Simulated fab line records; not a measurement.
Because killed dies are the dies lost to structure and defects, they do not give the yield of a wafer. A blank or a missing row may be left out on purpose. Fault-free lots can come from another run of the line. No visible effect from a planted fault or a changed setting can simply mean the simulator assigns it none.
fab line records -- flow nand_harc
[record] lots = 13, wafers = 39, last_day = 24
route steps=1159 shown A_STAIRCASE@626 THIN_TSV@1126 END@1159
lots that met no fault: from a run of the same line without faults
start_h: hours from the record's opening day to when the first of the lot's shown wafers began -- wait_h: hours from the lot's prior step to this one -- " same as the row above -- L1.1+2: a row that stands for several wafers -- - value missing, or start not given -- * or withheld: withheld -- < > ~ a bound
route shown NAME@n: names a module that has steps shown in the file, with the first one's number in the route -- usual: the fault-free wafers' mean and standard deviation -- same: alike in all rows -- chamber/n: place in a boat -- sites: the reading at each site -- _std_site: standard deviation of those values -- _edge_site: mean of outer sites minus mean of inner sites -- radius_mm: for every site, how far away it sits from the centre of the wafer -- mask NAME#n: copy n -- behind: the last tool/chamber to shape the wafer -- hold: why the lot was held/for how many hours/how that ended -- device: the transistor (n, p or np) that didn't switch -- end of line: tests of these same wafers at the route's end -- a step without rows: its recipe alone -- killed: dies lost to structure and defects at the first sort, not the wafer's yield -- map: shows each die of a wafer: x if killed, . if not, _ if none is there
set.NAME: the setting that was run; set.NAME@STEP: the one run at that earlier step -- model.NAME: the simulator's own value behind a step, which no gauge read
one table for each step of the route and one row for each wafer, over a sample of lots
services: the hour from which a tool's chamber was out of use, counted from the record's first day as start_h (under 0 if before that day), plus the number of hours and why
[[steps]]
[step NHARC_A_STAIRCASE_ETCH_232]
[recipe] target_depth_a = 1000, time_s = 40.5, ion_energy_ev = 400, c4f8_flow_sccm = 20, o2_flow_sccm = 10, ar_flow_sccm = withheld, rf_w = 600, bias_w = 1000, chemistry = C4F8/O2
[usual] oes_product_au = 0.942/0.012, rf_vpp_V = 896/4.6
lot.wafer,tool,chamber,start_h,wait_h,oes_product_au,rf_hours_counter_h,rf_vpp_V
L842.1,rie_diel-08,3,246.20,-,0.950,45,894
L842.5,rie_diel-08,2,246.20,-,0.940,-,894
L842.4,rie_diel-08,3,246.20,-,0.947,-,894
L843.2,rie_diel-08,3,264.52,-,0.934,53,891
L843.4,rie_diel-08,0,264.52,-,0.939,54,895
L843.6,rie_diel-08,3,264.52,-,0.944,-,895
L846.2,rie_diel-13,3,268.98,-,0.941,57,894
L846.1,rie_diel-13,1,268.98,-,0.922,56,905
L846.6,rie_diel-13,2,268.98,-,0.935,-,891
L844.3,rie_diel-08,2,269.26,-,0.944,54,895
L844.4,rie_diel-08,3,269.26,-,0.930,56,893
L844.5,rie_diel-08,3,269.26,-,0.931,-,893
L845.4,rie_diel-09,3,270.03,-,0.948,3,898
L845.6,rie_diel-09,1,270.03,-,0.936,-,896
L845.5,rie_diel-09,2,270.03,-,0.951,-,901
L849.3,rie_diel-08,0,280.06,-,0.948,62,895
L849.2,rie_diel-08,1,280.06,-,0.947,59,890
L849.5,rie_diel-08,3,280.06,-,0.954,-,892
L853.1,rie_diel-13,2,331.57,-,0.958,16,892
L853.3,rie_diel-13,0,331.57,-,0.953,19,898
L853.5,rie_diel-13,1,331.57,-,0.964,-,904
L857.1,rie_diel-09,1,332.10,-,0.920,29,896
L857.6,rie_diel-09,2,332.10,-,0.938,-,900
L857.5,rie_diel-09,3,332.10,-,0.935,-,898
L856.3,rie_diel-13,3,338.33,-,0.934,20,895
L856.4,rie_diel-13,1,338.33,-,0.934,20,906
L856.6,rie_diel-13,3,338.33,-,0.938,-,894
L859.3,rie_diel-09,2,339.10,-,0.949,34,900
L859.5,rie_diel-09,2,339.10,-,0.940,-,900
L859.6,rie_diel-09,3,339.10,-,0.938,-,898
L860.4,rie_diel-09,1,349.92,-,0.945,37,894
L860.3,rie_diel-09,3,349.92,-,0.947,36,898
L860.1,rie_diel-09,0,349.92,-,0.937,35,888
L864.1,rie_diel-08,2,370.75,-,0.944,24,894
L864.3,rie_diel-08,1,370.75,-,0.948,22,890
L864.5,rie_diel-08,3,370.75,-,0.947,-,893
L865.3,rie_diel-08,3,392.17,-,0.936,30,893
L865.1,rie_diel-08,0,392.17,-,0.938,28,895
L865.2,rie_diel-08,1,392.17,-,0.956,27,889
[step NHARC_THIN_TSV_STRIP_62]
[recipe] power_w = 1500, temp_c = 250, time_s = 20, chemistry = N2/H2
[usual] drypump_motor_current_A = 5.86/0.25, heater_power_w = 298/9.6
lot.wafer,tool,chamber,start_h,wait_h,drypump_motor_current_A,heater_power_w,rf_hours_counter_h
L842.1,plasma_asher-01,0,449.01,-,5.94,295,55
L842.4,plasma_asher-01,1,449.01,-,5.53,307,-
L842.5,plasma_asher-01,0,449.01,-,5.95,315,-
L844.4,plasma_asher-01,1,451.20,-,5.54,304,-
L844.3,plasma_asher-01,0,451.20,-,5.95,311,-
L844.5,plasma_asher-01,0,451.20,-,5.96,299,-
L843.2,plasma_asher-02,0,457.63,-,5.88,308,30
L843.4,plasma_asher-02,1,457.63,-,6.24,300,-
L843.6,plasma_asher-02,1,457.63,-,6.25,294,-
L846.1,plasma_asher-02,1,458.39,-,6.24,294,30
L846.2,plasma_asher-02,0,458.39,-,5.90,316,30
L846.6,plasma_asher-02,1,458.39,-,6.23,291,-
L849.2,plasma_asher-01,0,474.18,-,5.94,291,5
L849.3,plasma_asher-01,1,474.18,-,5.55,298,-
L849.5,plasma_asher-01,0,474.18,-,5.95,298,-
L845.4,plasma_asher-02,1,475.63,-,6.27,298,-
L845.6,plasma_asher-02,1,475.63,-,6.25,296,-
L845.5,plasma_asher-02,0,475.63,-,5.83,316,-
L853.1,plasma_asher-01,0,498.96,-,5.96,284,12
L853.3,plasma_asher-01,1,498.96,-,5.53,292,-
L853.5,plasma_asher-01,0,498.96,-,5.96,290,-
L857.1,plasma_asher-02,1,525.01,-,6.24,291,54
L857.6,plasma_asher-02,1,525.01,-,6.24,288,-
L857.5,plasma_asher-02,0,525.01,-,5.85,305,-
L859.3,plasma_asher-01,1,533.21,-,5.53,298,-
L859.5,plasma_asher-01,0,533.21,-,5.96,287,-
L859.6,plasma_asher-01,1,533.21,-,5.53,304,-
L856.4,plasma_asher-01,0,538.00,-,5.97,285,-
L856.3,plasma_asher-01,1,538.00,-,5.54,297,-
L856.6,plasma_asher-01,0,538.00,-,5.96,283,-
L860.1,plasma_asher-01,0,540.09,-,5.94,294,24
L860.3,plasma_asher-01,1,540.09,-,5.54,302,-
L860.4,plasma_asher-01,0,540.09,-,5.98,279,-
L864.1,plasma_asher-02,0,546.72,-,5.88,311,0
L864.3,plasma_asher-02,0,546.72,-,5.87,314,-
L864.5,plasma_asher-02,0,546.72,-,5.87,308,-
L865.2,plasma_asher-01,1,567.14,-,5.54,297,38
L865.1,plasma_asher-01,0,567.14,-,5.92,287,38
L865.3,plasma_asher-01,1,567.14,-,5.55,303,-
[step NHARC_THIN_TSV_DEGAS_49]
[recipe] temp_c = 300, time_s = 120
[usual] heater_power_w = 491/71
lot.wafer,tool,chamber,start_h,wait_h,heater_power_w
L842.1,pvd_sputter-03,-,449.16,0.1,449
L842.4,pvd_sputter-03,-,449.16,0.1,583
L842.5,pvd_sputter-03,-,449.16,0.1,468
L844.4,pvd_sputter-01,-,451.35,0.1,437
L844.3,pvd_sputter-01,-,451.35,0.1,490
L844.5,pvd_sputter-01,-,451.35,0.1,576
L843.4,pvd_sputter-03,-,457.79,0.1,454
L843.2,pvd_sputter-03,-,457.79,0.1,499
L843.6,pvd_sputter-03,-,457.79,0.1,438
L846.2,pvd_sputter-02,-,458.56,0.1,489
L846.1,pvd_sputter-02,-,458.56,0.1,432
L846.6,pvd_sputter-02,-,458.56,0.1,491
L849.3,pvd_sputter-02,-,474.36,0.1,415
L849.2,pvd_sputter-02,-,474.36,0.1,626
L849.5,pvd_sputter-02,-,474.36,0.1,408
L845.4,pvd_sputter-03,-,475.75,0.1,419
L845.6,pvd_sputter-03,-,475.75,0.1,407
L845.5,pvd_sputter-03,-,475.75,0.1,473
L853.3,pvd_sputter-03,-,499.11,0.1,576
L853.1,pvd_sputter-03,-,499.11,0.1,473
L853.5,pvd_sputter-03,-,499.11,0.1,518
L857.1,pvd_sputter-03,-,525.22,0.2,512
L857.5,pvd_sputter-03,-,525.22,0.2,413
L857.6,pvd_sputter-03,-,525.22,0.2,468
L859.3,pvd_sputter-03,-,533.35,0.1,421
L859.6,pvd_sputter-03,-,533.35,0.1,470
L859.5,pvd_sputter-03,-,533.35,0.1,579
L856.4,pvd_sputter-01,-,538.13,0.1,445
L856.3,pvd_sputter-01,-,538.13,0.1,473
L856.6,pvd_sputter-01,-,538.13,0.1,452
L860.1,pvd_sputter-02,-,540.25,0.1,650
L860.4,pvd_sputter-02,-,540.25,0.1,481
L860.3,pvd_sputter-02,-,540.25,0.1,426
L864.3,pvd_sputter-02,-,546.86,0.1,484
L864.1,pvd_sputter-02,-,546.86,0.1,432
L864.5,pvd_sputter-02,-,546.86,0.1,441
L865.2,pvd_sputter-02,-,567.31,0.1,429
L865.3,pvd_sputter-02,-,567.31,0.1,409
L865.1,pvd_sputter-02,-,567.31,0.1,483
[step NHARC_THIN_TSV_PRE_CLEAN_54]
[recipe] time_s = 30, temp_c = 280, gas = H2/He
[usual] heater_power_w = 432/66
lot.wafer,tool,chamber,start_h,wait_h,heater_power_w
L842.4,pvd_sputter-03,-,451.27,0.1,442
L842.1,pvd_sputter-03,-,451.27,0.1,383
L842.5,pvd_sputter-03,-,451.27,0.1,436
L844.4,pvd_sputter-03,-,453.42,0.1,404
L844.3,pvd_sputter-03,-,453.42,0.1,508
L844.5,pvd_sputter-03,-,453.42,0.1,398
L843.4,pvd_sputter-02,-,459.87,0.1,353
L843.2,pvd_sputter-02,-,459.87,0.1,426
L843.6,pvd_sputter-02,-,459.87,0.1,382
L846.1,pvd_sputter-02,-,460.63,0.0,572
L846.2,pvd_sputter-02,-,460.63,0.0,446
L846.6,pvd_sputter-02,-,460.63,0.0,572
L849.2,pvd_sputter-02,-,476.42,0.0,560
L849.3,pvd_sputter-02,-,476.42,0.0,432
L849.5,pvd_sputter-02,-,476.42,0.0,429
L845.4,pvd_sputter-01,-,477.86,0.1,415
L845.5,pvd_sputter-01,-,477.86,0.1,474
L845.6,pvd_sputter-01,-,477.86,0.1,418
L853.3,pvd_sputter-02,-,501.19,0.0,352
L853.1,pvd_sputter-02,-,501.19,0.0,426
L853.5,pvd_sputter-02,-,501.19,0.0,374
L857.1,pvd_sputter-02,-,527.42,0.1,354
L857.6,pvd_sputter-02,-,527.42,0.1,433
L857.5,pvd_sputter-02,-,527.42,0.1,384
L859.3,pvd_sputter-02,-,535.41,0.1,356
L859.5,pvd_sputter-02,-,535.41,0.1,429
L859.6,pvd_sputter-02,-,535.41,0.1,386
L856.3,pvd_sputter-01,-,540.20,0.0,382
L856.4,pvd_sputter-01,-,540.20,0.0,423
L856.6,pvd_sputter-01,-,540.20,0.0,376
L860.3,pvd_sputter-01,-,542.38,0.0,437
L860.1,pvd_sputter-01,-,542.38,0.0,390
L860.4,pvd_sputter-01,-,542.38,0.0,524
L864.3,pvd_sputter-02,-,548.94,0.1,381
L864.1,pvd_sputter-02,-,548.94,0.1,361
L864.5,pvd_sputter-02,-,548.94,0.1,438
L865.1,pvd_sputter-03,-,569.40,0.0,365
L865.2,pvd_sputter-03,-,569.40,0.0,418
L865.3,pvd_sputter-03,-,569.40,0.0,508
[step NHARC_END_SORT_01]
[recipe] temp_c = 25
[usual] killed_at_array = 29/9.4, killed_at_other = 0.7/1.3, killed_at_periphery = 2.9/2.1, killed_dies = 32/9, killed_open = 3.3/1.8, killed_short = 1.9/1.4
[same] gross_dies = 677
lot.wafer,tool,chamber,start_h,wait_h,killed_at_array,killed_at_other,killed_at_periphery,killed_dies,killed_open,killed_short
L853.1,prober-02,0,519.52,2.4,110,0,1,111,4,2
L853.3,prober-02,0,521.12,3.1,72,0,1,73,2,1
L853.5,prober-02,0,522.72,3.7,137,0,0,137,5,1
L856.3,prober-02,0,557.34,3.1,135,0,3,138,2,3
L856.4,prober-02,0,558.14,3.4,144,0,0,144,0,1
L856.6,prober-02,0,559.73,4.0,143,2,1,146,1,1
// killed by level:class
L853.1 A_STAIRCASE:unspecified=70 A_CHANNEL_HOLE_D1:chamber_film_flake=15 A_SLIT:chamber_film_flake=15 A_CHANNEL_FILL_D1:chamber_film_flake=3 A_CHANNEL_FILL_D1:geometric_particle:open=2 A_WL_FILL:chamber_film_flake=2 P_GATE:geometric_particle:open=1 A_CHANNEL_FILL_D1:geometric_particle:short=1
L853.3 A_STAIRCASE:unspecified=32 A_CHANNEL_HOLE_D1:chamber_film_flake=18 A_SLIT:chamber_film_flake=16 A_WL_FILL:chamber_film_flake=2 P_M2:geometric_particle:short=1 A_ONON_D1:geometric_particle:open=1 A_CHANNEL_FILL_D1:geometric_particle:open=1 A_CHANNEL_FILL_D1:chamber_film_flake=1
L853.5 A_STAIRCASE:unspecified=103 A_CHANNEL_HOLE_D1:chamber_film_flake=14 A_SLIT:chamber_film_flake=8 A_CHANNEL_FILL_D1:geometric_particle:open=2 A_CHANNEL_FILL_D1:chamber_film_flake=2 A_CONTACT:chamber_film_flake=2 A_ONON_D1:geometric_particle:open=1 A_CHANNEL_HOLE_D1:geometric_particle:open=1
L856.3 A_STAIRCASE:unspecified=101 A_CHANNEL_HOLE_D1:chamber_film_flake=16 A_SLIT:chamber_film_flake=13 A_CONTACT:chamber_film_flake=2 P_CONTACT:geometric_particle:open=1 P_M0:geometric_particle:open=1 P_M2:geometric_particle:short=1 A_CHANNEL_FILL_D1:geometric_particle:short=1
L856.4 A_STAIRCASE:unspecified=107 A_SLIT:chamber_film_flake=21 A_CHANNEL_HOLE_D1:chamber_film_flake=11 A_CONTACT:chamber_film_flake=3 A_SGD_CUT:geometric_particle:short=1 A_BLC:chamber_film_flake=1
L856.6 A_STAIRCASE:unspecified=101 A_SLIT:chamber_film_flake=19 A_CHANNEL_HOLE_D1:chamber_film_flake=17 A_CONTACT:chamber_film_flake=3 THIN_TSV:chamber_film_flake=2 A_CONTACT:geometric_particle:short=1 A_M0:geometric_particle:open=1 P_BONDPAD:chamber_film_flake=1
[[services]]
tool,chamber,start_h,hours,kind
plasma_asher-01,-,233.44,3.1,repair
plasma_asher-02,-,237.72,1.6,repair
rie_diel-08,1,243.07,5.1,repair
pvd_sputter-03,-,249.94,2.9,repair
plasma_asher-01,-,262.62,1.5,repair
plasma_asher-02,-,271.02,1.8,repair
rie_diel-08,-,272.88,0.7,repair
rie_diel-08,0,275.11,3.0,repair
plasma_asher-01,-,276.00,9.0,pm
pvd_sputter-03,-,280.00,10.0,pm
rie_diel-08,-,302.89,9.0,pm
pvd_sputter-01,-,336.06,10.0,pm
plasma_asher-02,-,338.78,2.1,repair
plasma_asher-02,-,360.42,9.0,pm
pvd_sputter-03,-,376.11,16.5,repair
pvd_sputter-02,-,392.02,10.0,pm
plasma_asher-01,-,394.88,0.6,repair
rie_diel-08,0,397.27,2.3,repair
plasma_asher-01,-,399.43,5.1,repair
plasma_asher-01,-,453.00,9.0,pm
pvd_sputter-03,-,458.02,10.0,pm
rie_diel-08,-,479.89,9.0,pm
pvd_sputter-03,-,540.36,1.3,repair
pvd_sputter-03,-,556.79,5.0,repair
[[key]]
[first_sign] step = NHARC_END_SORT_01, reading = killed_dies, direction = up, sigmas = 10, usual = 32, struck = 125
[effect] step = NHARC_END_SORT_01, reading = killed_at_array, direction = up, sigmas = 10, usual = 29, struck = 124
[more_kills_born_at] NHARC_A_STAIRCASE_ETCH_232@rie_diel-13 = 511
met_at NHARC_A_STAIRCASE_ETCH_232
struck_lots L853,L856
tester_left_out L853,L856
not_acting_at NHARC_THIN_TSV_STRIP_62,NHARC_THIN_TSV_DEGAS_49,NHARC_THIN_TSV_PRE_CLEAN_54
onset_between 268.98 331.57
[earlier_fault] kind = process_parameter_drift, tool = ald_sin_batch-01, chamber = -, onset_h = 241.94, steps = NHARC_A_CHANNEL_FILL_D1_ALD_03, channel = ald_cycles, offset = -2, shape = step, end_h = 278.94, acts_in = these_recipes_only, stated = 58
[fault] kind = chamber_particle_source, tool = rie_diel-13, chamber = -, onset_h = 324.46, steps = NHARC_A_STAIRCASE_ETCH_232, rate_per_visit_cm2 = 1.8965, end_h = 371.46
// tester_left_out: of these lots the tester's yield and bins aren't shown, on N5 and GAA mostly nor the transistor test; their killed dies are dies lost to structure and defects alone, not to doping, threshold or leakage, so they don't give the yield
